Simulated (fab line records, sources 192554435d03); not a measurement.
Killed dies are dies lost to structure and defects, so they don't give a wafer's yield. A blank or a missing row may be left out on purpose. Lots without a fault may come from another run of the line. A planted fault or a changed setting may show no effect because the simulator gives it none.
Split-lot experiment | flow n5_finfet | 7 lots, 21 wafers read, on a route of 1938 steps

THE SPLIT
At N5_DUMMY_GATE_HM_DEP_06 (deposits SiNx from DCS/NH3, target thk 80 nm, time 5141 s), the setting time_s was moved away from the recipe's 5141 s on 15 of the 21 wafers read, by -11.7% to +13.7%. The other wafers ran this setting at the recipe's value.

The reading is taken at the split's own step.

THE READING
SiNx_of_DUMMY_GATE_HM_DEP_06.thk_nm (the simulator's own value, which no gauge read), in nm, at N5_DUMMY_GATE_HM_DEP_06 (deposits SiNx from DCS/NH3, target thk 80 nm, time 5141 s). The file gives no usual value for it. The 6 wafers here that ran the recipe average 79.9 nm, standard deviation 0.44 nm.

wafer  | tool, chamber at the split | time_s as run, s | against the recipe | SiNx_of_DUMMY_GATE_HM_DEP_06.thk_nm, nm | against lot-mates on the recipe
L078.2 | -, -                       | 5476             | +6.5%              | 84.4                                    | no lot-mate on the recipe
L078.3 | -, -                       | 5476             | +6.5%              | 83.4                                    | no lot-mate on the recipe
L078.4 | -, -                       | 5476             | +6.5%              | 83.8                                    | no lot-mate on the recipe
L082.1 | lpcvd-01, 0/40             | 5141             | recipe             | 79.4                                    | -
L082.4 | lpcvd-01, 0/54             | 5141             | recipe             | 80.8                                    | -
L082.5 | lpcvd-01, 0/59             | 5141             | recipe             | 80                                      | -
L085.3 | -, -                       | 4540             | -11.7%             | 72.6                                    | no lot-mate on the recipe
L085.6 | -, -                       | 4540             | -11.7%             | 72.6                                    | no lot-mate on the recipe
L085.5 | -, -                       | 4540             | -11.7%             | 72                                      | no lot-mate on the recipe
L086.1 | -, -                       | 4925             | -4.2%              | 77.2                                    | no lot-mate on the recipe
L086.3 | -, -                       | 4925             | -4.2%              | 77.8                                    | no lot-mate on the recipe
L086.4 | -, -                       | 4925             | -4.2%              | 77.6                                    | no lot-mate on the recipe
L094.2 | -, -                       | 5141             | recipe             | 79.8                                    | -
L094.5 | -, -                       | 5141             | recipe             | 79.8                                    | -
L094.4 | -, -                       | 5141             | recipe             | 79.6                                    | -
L095.1 | -, -                       | 4761             | -7.4%              | 73.4                                    | no lot-mate on the recipe
L095.3 | -, -                       | 4761             | -7.4%              | 73.8                                    | no lot-mate on the recipe
L095.6 | -, -                       | 4761             | -7.4%              | 74                                      | no lot-mate on the recipe
L096.3 | -, -                       | 5846             | +13.7%             | 90.6                                    | no lot-mate on the recipe
L096.5 | -, -                       | 5846             | +13.7%             | 91                                      | no lot-mate on the recipe
L096.6 | -, -                       | 5846             | +13.7%             | 90.8                                    | no lot-mate on the recipe

THE FIT
A straight line over all 21 wafers: SiNx_of_DUMMY_GATE_HM_DEP_06.thk_nm changes by +0.726 nm for each +1% of time_s; r = +0.99; the points scatter about the line by 0.81 nm.
Too few moved wafers have a lot-mate on the recipe to fit a line with each lot's own level taken away.

THE FILE'S OWN FIT
SiNx_of_DUMMY_GATE_HM_DEP_06.thk_nm changes by +0.726 nm for each +1% of time_s, r = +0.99.
